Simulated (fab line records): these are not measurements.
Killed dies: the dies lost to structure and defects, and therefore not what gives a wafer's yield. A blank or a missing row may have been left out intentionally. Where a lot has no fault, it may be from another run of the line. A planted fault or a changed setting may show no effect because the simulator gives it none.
fab line records + flow n5_finfet + part 2 of 2: steps 19 to 26 of 26
record:
- lots: 5
- wafers: 15
- last_day: 17
route steps=1938 shown MOL_CONTACT_COAG@598
lots that met no fault: taken from a fault-free run of the same line
start_h: hours from the record's opening day to when the first of the lot's shown wafers began + wait_h: hours since the lot's step before + " repeats the value in the row above + L1.1+2: several wafers, shown together as one row + - either no value or no given start + * or withheld: withheld + < > ~ a bound
route shown NAME@n: a module of which the file shows steps, and the number in the route of the first + usual: mean/standard deviation of fault-free wafers + same: alike in all rows + chamber/n: place in a boat + sites: readings site by site + _std_site: the values' standard deviation + _edge_site: outer sites' mean less inner sites' + radius_mm: for every site, how far away it sits from the centre of the wafer + mask NAME#n: copy n + behind: tool/chamber where the wafer was last shaped + hold: why the lot went on hold/how many hours it stayed there/how the hold came to an end + device: the n, p or np transistor that did not switch + end of line: at the end of the route, the tests of the same wafers + a step with no rows: only its recipe + killed: the dies lost at the first sort to structure and to defects; this is not the yield of the wafer + map: per-die view of a wafer (x killed, . not killed, _ where there is no die)
set.NAME: setting as actually run; set.NAME@STEP: the setting as run at that earlier step + model.NAME: the simulator's own value behind a step, which no gauge read
lots seen at some steps along the route; tables by step, rows by wafer
services: when a tool's chamber went out of use (start_h, in hours from the record's first day, below 0 if earlier), for how many hours, and the reason
== steps ==
step: N5_MOL_CONTACT_COAG_ETCH_124
recipe:
- chemistry: CH3F/O2
- target: SiNx
- target_depth_a: 65
- mask_material: SOC
- stop_on: SiOC
- over_etch_frac: 0.3
- ion_energy_ev: 120
- pressure_mtorr: 30
- source_w: 395
- bias_w: 73
- Ar_flow_sccm: 150
- CH3F_flow_sccm: 30
- O2_flow_sccm: 20
- ends: end_point
usual:
- CH3F_flow_sccm: 29.97/0.091
- drypump_motor_current_A: 5.6/0.48
- oes_product_au: 0.68/0.084
- rf_vpp_V: 297/6
- showerhead_plenum_p_Torr: 1.98/0.037
- throttle_valve_pct: 16.35/0.28
| lot.wafer | tool        | chamber | start_h | wait_h | CH3F_flow_sccm | drypump_motor_current_A | oes_product_au | rf_hours_counter_h | rf_vpp_V | showerhead_plenum_p_Torr | throttle_valve_pct |
|-----------|-------------|---------|---------|--------|----------------|-------------------------|----------------|--------------------|----------|--------------------------|--------------------|
| L075.1    | rie_diel-01 | 1       | 106.08  | 0.0    | 29.98          | 6.3                     | 0.59           | 228                | 290      | 1.97                     | 16.52              |
| L075.2    | "           | 2       | "       | "      | 29.90          | 5.8                     | 0.82           | 3                  | 297      | 1.97                     | 16.25              |
| L075.5    | "           | 2       | "       | "      | 29.83          | 5.8                     | 0.82           | -                  | 297      | 1.97                     | 16.25              |
| L077.2    | rie_diel-03 | 2       | 116.14  | 0.0    | 30.09          | 5.9                     | 0.61           | 235                | 301      | 1.91                     | 16.70              |
| L077.4    | "           | 0       | "       | "      | 30.00          | 5.2                     | 0.62           | -                  | 302      | 1.92                     | 16.30              |
| L077.5    | "           | 2       | "       | "      | 29.99          | 5.8                     | 0.60           | -                  | 300      | 1.91                     | 16.70              |
| L079.2    | rie_diel-01 | 1       | 130.43  | 0.0    | 30.09          | 6.3                     | 0.59           | 236                | 290      | 1.97                     | 16.52              |
| L079.4    | "           | 0       | "       | "      | 29.96          | 4.9                     | 0.60           | -                  | 301      | 1.99                     | 16.76              |
| L079.6    | "           | 1       | "       | "      | 29.98          | 6.3                     | 0.59           | -                  | 289      | 1.97                     | 16.54              |
| L090.3    | rie_diel-01 | 0       | 199.35  | 0.0    | 30.12          | 4.8                     | 0.58           | 239                | 300      | 1.98                     | 16.82              |
| L090.4    | "           | 3       | "       | "      | 29.93          | 6.1                     | 0.71           | 84                 | 294      | 1.94                     | 15.95              |
| L090.5    | "           | 2       | "       | "      | 30.03          | 5.7                     | 0.75           | -                  | 298      | 1.96                     | 16.32              |
| L094.3    | rie_diel-01 | 1       | 222.90  | 0.0    | 30.01          | 6.3                     | 0.79           | 12                 | 290      | 1.96                     | 16.09              |
| L094.5    | "           | 2       | "       | "      | 29.89          | 5.8                     | 0.74           | -                  | 298      | 1.96                     | 16.30              |
| L094.6    | "           | 1       | "       | "      | 29.88          | 6.3                     | 0.80           | -                  | 289      | 1.96                     | 16.08              |
step: N5_MOL_CONTACT_COAG_ETCH_48
recipe:
- chemistry: C4F6/O2
- target_depth_a: 150
- overetch_a: 45
- mask_material: SOC
- target: SiOC
- bias_w: 465
- pressure_mtorr: 10
- time_s: 17
- source_w: 335
- Ar_flow_sccm: 300
- C4F6_flow_sccm: 10
- O2_flow_sccm: 10
- ion_energy_ev: 576
usual:
- drypump_motor_current_A: 5.7/0.47
- oes_product_au: 0.67/0.091
- rf_vpp_V: 1587/30
- showerhead_plenum_p_Torr: 2.81/0.049
- throttle_valve_pct: 40.7/0.37
| lot.wafer | tool        | chamber | start_h | wait_h | drypump_motor_current_A | oes_product_au | rf_hours_counter_h | rf_vpp_V | showerhead_plenum_p_Torr | throttle_valve_pct |
|-----------|-------------|---------|---------|--------|-------------------------|----------------|--------------------|----------|--------------------------|--------------------|
| L075.1    | rie_diel-01 | 1       | 106.12  | 0.0    | 6.3                     | 0.60           | 228                | 1550     | 2.80                     | 41.1               |
| L075.2    | "           | 2       | "       | "      | 5.8                     | 0.86           | 3                  | 1590     | 2.79                     | 41.1               |
| L075.5    | "           | 2       | "       | "      | 5.8                     | 0.83           | -                  | 1588     | 2.79                     | 41.1               |
| L077.2    | rie_diel-03 | 2       | 116.18  | 0.0    | 5.8                     | 0.60           | 235                | 1605     | 2.72                     | 41.0               |
| L077.4    | "           | 0       | "       | "      | 5.2                     | 0.65           | -                  | 1609     | 2.73                     | 40.9               |
| L077.5    | "           | 2       | "       | "      | 5.8                     | 0.59           | -                  | 1605     | 2.72                     | 41.1               |
| L079.2    | rie_diel-01 | 1       | 130.47  | 0.0    | 6.3                     | 0.59           | 236                | 1549     | 2.80                     | 41.1               |
| L079.4    | "           | 0       | "       | "      | 4.8                     | 0.60           | -                  | 1600     | 2.83                     | 41.1               |
| L079.6    | "           | 1       | "       | "      | 6.3                     | 0.58           | -                  | 1550     | 2.80                     | 41.1               |
| L090.3    | rie_diel-01 | 0       | 199.39  | 0.0    | 4.8                     | 0.60           | 239                | 1599     | 2.82                     | 41.1               |
| L090.4    | "           | 3       | "       | "      | 6.1                     | 0.69           | 84                 | 1569     | 2.76                     | 40.5               |
| L090.5    | "           | 2       | "       | "      | 5.8                     | 0.76           | -                  | 1587     | 2.78                     | 41.1               |
| L094.3    | rie_diel-01 | 1       | 222.94  | 0.0    | 6.3                     | 0.74           | 12                 | 1548     | 2.79                     | 40.7               |
| L094.5    | "           | 2       | "       | "      | 5.8                     | 0.71           | -                  | 1588     | 2.78                     | 41.1               |
| L094.6    | "           | 1       | "       | "      | 6.3                     | 0.79           | -                  | 1548     | 2.78                     | 40.7               |
step: N5_MOL_CONTACT_COAG_STRIP_72
recipe:
- chemistry: N2/H2
- power_w: 450
- temp_c: 40
- pressure_mtorr: 20
- rf_frequency_hz: 6e+07
- overash_fraction: 3
- bias_power_w: 7
- h2_frac: 0.5
- n2_flow_sccm: 200
- h2_flow_sccm: 200
usual:
- drypump_motor_current_A: 5.7/0.48
- oes_product_au: 0.79/0.11
- rf_vpp_V: 59.2/2.3
- showerhead_plenum_p_Torr: 2.50/0.054
- throttle_valve_pct: 23.6/0.34
| lot.wafer | tool        | chamber | start_h | wait_h | drypump_motor_current_A | oes_product_au | rf_hours_counter_h | rf_vpp_V | showerhead_plenum_p_Torr | throttle_valve_pct |
|-----------|-------------|---------|---------|--------|-------------------------|----------------|--------------------|----------|--------------------------|--------------------|
| L075.1    | rie_diel-01 | 1       | 106.18  | 0.0    | 6.3                     | 0.69           | 228                | 57.9     | 2.48                     | 23.6               |
| L075.2    | "           | 2       | "       | "      | 5.7                     | 0.98           | 3                  | 58.7     | 2.48                     | 23.5               |
| L075.5    | "           | 2       | "       | "      | 5.8                     | 0.97           | -                  | 61.2     | 2.48                     | 23.5               |
| L077.2    | rie_diel-03 | 2       | 116.24  | 0.0    | 5.8                     | 0.69           | 235                | 59.2     | 2.40                     | 23.8               |
| L077.4    | "           | 0       | "       | "      | 5.2                     | 0.72           | -                  | 59.1     | 2.44                     | 23.9               |
| L077.5    | "           | 2       | "       | "      | 5.8                     | 0.70           | -                  | 61.5     | 2.40                     | 23.8               |
| L079.2    | rie_diel-01 | 1       | 130.52  | 0.0    | 6.3                     | 0.68           | 236                | 57.7     | 2.48                     | 23.6               |
| L079.4    | "           | 0       | "       | "      | 4.9                     | 0.69           | -                  | 59.6     | 2.51                     | 23.9               |
| L079.6    | "           | 1       | "       | "      | 6.3                     | 0.69           | -                  | 57.8     | 2.48                     | 23.5               |
| L090.3    | rie_diel-01 | 0       | 199.44  | 0.0    | 4.9                     | 0.68           | 239                | 59.0     | 2.50                     | 23.9               |
| L090.4    | "           | 3       | "       | "      | 6.1                     | 0.82           | 84                 | 60.5     | 2.46                     | 23.2               |
| L090.5    | "           | 2       | "       | "      | 5.8                     | 0.89           | -                  | 59.7     | 2.46                     | 23.6               |
| L094.3    | rie_diel-01 | 1       | 223.00  | 0.0    | 6.3                     | 0.93           | 12                 | 62.8     | 2.47                     | 23.2               |
| L094.5    | "           | 2       | "       | "      | 5.8                     | 0.87           | -                  | 60.0     | 2.46                     | 23.6               |
| L094.6    | "           | 1       | "       | "      | 6.3                     | 0.92           | -                  | 60.1     | 2.47                     | 23.2               |
step: N5_MOL_CONTACT_COAG_STRIP_49
recipe:
- chemistry: N2/H2
- time_s: 30
- power_w: 1000
- temp_c: 250
- pressure_mtorr: withheld
- n2_flow_sccm: 1750
- h2_flow_sccm: 3250
usual:
- drypump_motor_current_A: 5.6/0.54
- heater_power_w: 337/11
| lot.wafer | tool            | chamber | start_h | wait_h | drypump_motor_current_A | heater_power_w | rf_hours_counter_h |
|-----------|-----------------|---------|---------|--------|-------------------------|----------------|--------------------|
| L075.1    | plasma_asher-02 | 1       | 106.26  | -      | 5.8                     | 351            | 43                 |
| L075.2    | "               | 0       | "       | "      | 6.2                     | 331            | 43                 |
| L075.5    | "               | 0       | "       | "      | 6.2                     | 335            | -                  |
| L077.2    | plasma_asher-02 | 1       | 116.32  | -      | 5.8                     | 348            | 45                 |
| L077.4    | "               | 0       | "       | "      | 6.2                     | 338            | -                  |
| L077.5    | "               | 0       | "       | "      | 6.2                     | 339            | -                  |
| L079.2    | plasma_asher-02 | 0       | 130.60  | -      | 6.2                     | 329            | 48                 |
| L079.4    | "               | 0       | "       | "      | 6.2                     | 323            | -                  |
| L079.6    | "               | 1       | "       | "      | 5.8                     | 340            | -                  |
| L090.3    | plasma_asher-01 | 0       | 199.54  | -      | 5.7                     | 348            | -                  |
| L090.4    | "               | 1       | "       | "      | 4.8                     | 321            | -                  |
| L090.5    | "               | 1       | "       | "      | 4.7                     | 326            | -                  |
| L094.3    | plasma_asher-02 | 1       | 223.10  | -      | 5.8                     | 347            | -                  |
| L094.5    | "               | 1       | "       | "      | 5.8                     | 344            | -                  |
| L094.6    | "               | 0       | "       | "      | 6.2                     | 337            | -                  |
step: N5_MOL_CONTACT_COAG_PRECLEAN_138
recipe:
- chemistry: alkaline_clean
- temp_c: 60
- time_s: 60
- do_ppb: 50
| lot.wafer  | tool         | chamber | start_h | wait_h |
|------------|--------------|---------|---------|--------|
| L075.1+2+5 | wet_bench-05 | 0,4,1   | 106.35  | 0.1    |
| L077.2+4+5 | wet_bench-05 | 5,7,1   | 116.40  | 0.1    |
| L079.2+4+6 | wet_bench-03 | 0,7,6   | 130.69  | 0.1    |
| L090.3+4+5 | wet_bench-05 | 0,6,1   | 199.61  | 0.0    |
| L094.3+5+6 | wet_bench-03 | 4,0,2   | 223.17  | 0.0    |
step: N5_MOL_CONTACT_COAG_SRD_139
recipe:
- dry: ipa_marangoni
- time_s: 30
- temp_c: 23
- rinse_liquid: diw
usual:
- do_supply_ppb: 10.00/0.1
| lot.wafer | tool         | chamber | start_h | wait_h | do_supply_ppb |
|-----------|--------------|---------|---------|--------|---------------|
| L075.1    | wet_bench-05 | 0       | 106.37  | 0.0    | 9.91          |
| L075.2    | "            | 4       | "       | "      | 10.09         |
| L075.5    | "            | 1       | "       | "      | 10.18         |
| L077.2    | wet_bench-05 | 5       | 116.42  | 0.0    | 10.00         |
| L077.4    | "            | 7       | "       | "      | 10.08         |
| L077.5    | "            | 1       | "       | "      | 10.10         |
| L079.2    | wet_bench-03 | 0       | 130.71  | 0.0    | 10.28         |
| L079.4    | "            | 7       | "       | "      | 10.10         |
| L079.6    | "            | 6       | "       | "      | 10.15         |
| L090.3    | wet_bench-05 | 0       | 199.63  | 0.0    | 9.97          |
| L090.4    | "            | 6       | "       | "      | 9.91          |
| L090.5    | "            | 1       | "       | "      | 9.94          |
| L094.3    | wet_bench-03 | 4       | 223.18  | 0.0    | 10.06         |
| L094.5    | "            | 0       | "       | "      | 9.85          |
| L094.6    | "            | 2       | "       | "      | 9.97          |
step: N5_MOL_CONTACT_COAG_CD_MEAS_101
recipe:
- target_cd_nm: 16
usual:
- cd_nm: 16.0/0.4
| lot.wafer | tool      | chamber | start_h | wait_h | cd_nm |
|-----------|-----------|---------|---------|--------|-------|
| L075.1    | cd_sem-01 | -       | 106.41  | 0.0    | 16.4  |
| L075.2    | "         | -       | "       | "      | 15.8  |
| L075.5    | "         | -       | "       | "      | 16.1  |
| L077.2    | cd_sem-01 | -       | 116.46  | 0.0    | 15.9  |
| L077.4    | "         | -       | "       | "      | 15.7  |
| L077.5    | "         | -       | "       | "      | 15.6  |
| L079.2    | cd_sem-02 | -       | 130.75  | 0.0    | 15.7  |
| L079.4    | "         | -       | "       | "      | 16.3  |
| L079.6    | "         | -       | "       | "      | 15.7  |
| L090.3    | cd_sem-02 | -       | 199.67  | 0.0    | 16.4  |
| L090.4    | "         | -       | "       | "      | 16.6  |
| L090.5    | "         | -       | "       | "      | 16.4  |
| L094.3    | cd_sem-01 | -       | 223.23  | 0.0    | 16.1  |
| L094.5    | "         | -       | "       | "      | 16.3  |
| L094.6    | "         | -       | "       | "      | 15.5  |
step: N5_MOL_CONTACT_COAG_PRE_CLEAN_121
recipe:
- gas: H2/He
- time_s: *
- temp_c: withheld
| lot.wafer  | tool     | chamber | start_h | wait_h |
|------------|----------|---------|---------|--------|
| L075.1+2+5 | cvd_w-01 | 1,0,1   | 106.45  | 0.0    |
| L077.2+4+5 | cvd_w-02 | 1,0,1   | 116.51  | 0.0    |
| L079.2+4+6 | cvd_w-01 | 0,1,0   | 130.79  | 0.0    |
| L090.3+4+5 | cvd_w-01 | 1,0,1   | 199.74  | 0.1    |
| L094.3+5+6 | cvd_w-02 | 0,1,0   | 223.30  | 0.1    |
== services ==
| tool            | chamber | start_h | hours | kind   |
|-----------------|---------|---------|-------|--------|
| ald_sin-02      | -       | 85.26   | 14.0  | pm     |
| ald_sin-01      | -       | 89.32   | 6.1   | pm     |
| cvd_w-01        | -       | 98.56   | 6.9   | pm     |
| ald_sin-01      | 3       | 111.29  | 1.9   | repair |
| euv_scanner-01  | -       | 120.04  | 2.4   | repair |
| rie_diel-06     | 2       | 127.22  | 13.3  | repair |
| rie_diel-01     | 3       | 129.40  | 7.0   | repair |
| euv_scanner-01  | -       | 136.49  | 4.6   | pm     |
| euv_scanner-02  | -       | 137.20  | 1.0   | pm     |
| cvd_w-02        | -       | 138.21  | 2.8   | pm     |
| euv_scanner-02  | -       | 138.67  | 4.6   | pm     |
| euv_scanner-01  | -       | 143.27  | 1.0   | pm     |
| rie_diel-06     | 1       | 153.08  | 4.2   | repair |
| cvd_w-01        | -       | 159.65  | 2.8   | pm     |
| rie_diel-01     | 1       | 162.13  | -     | clean  |
| euv_scanner-02  | -       | 179.27  | 1.0   | pm     |
| ald_sin-03      | 2       | 182.84  | 6.7   | repair |
| plasma_asher-02 | -       | 184.19  | 3.2   | repair |
| euv_scanner-01  | -       | 190.64  | 1.0   | pm     |
| cvd_w-02        | 1       | 190.69  | 2.5   | repair |
| rie_diel-03     | 2       | 201.74  | 28.7  | repair |
| cvd_w-02        | -       | 206.28  | 3.1   | repair |
| rie_diel-06     | 1       | 214.36  | 13.2  | repair |
| rie_diel-03     | -       | 219.88  | 28.1  | pm     |
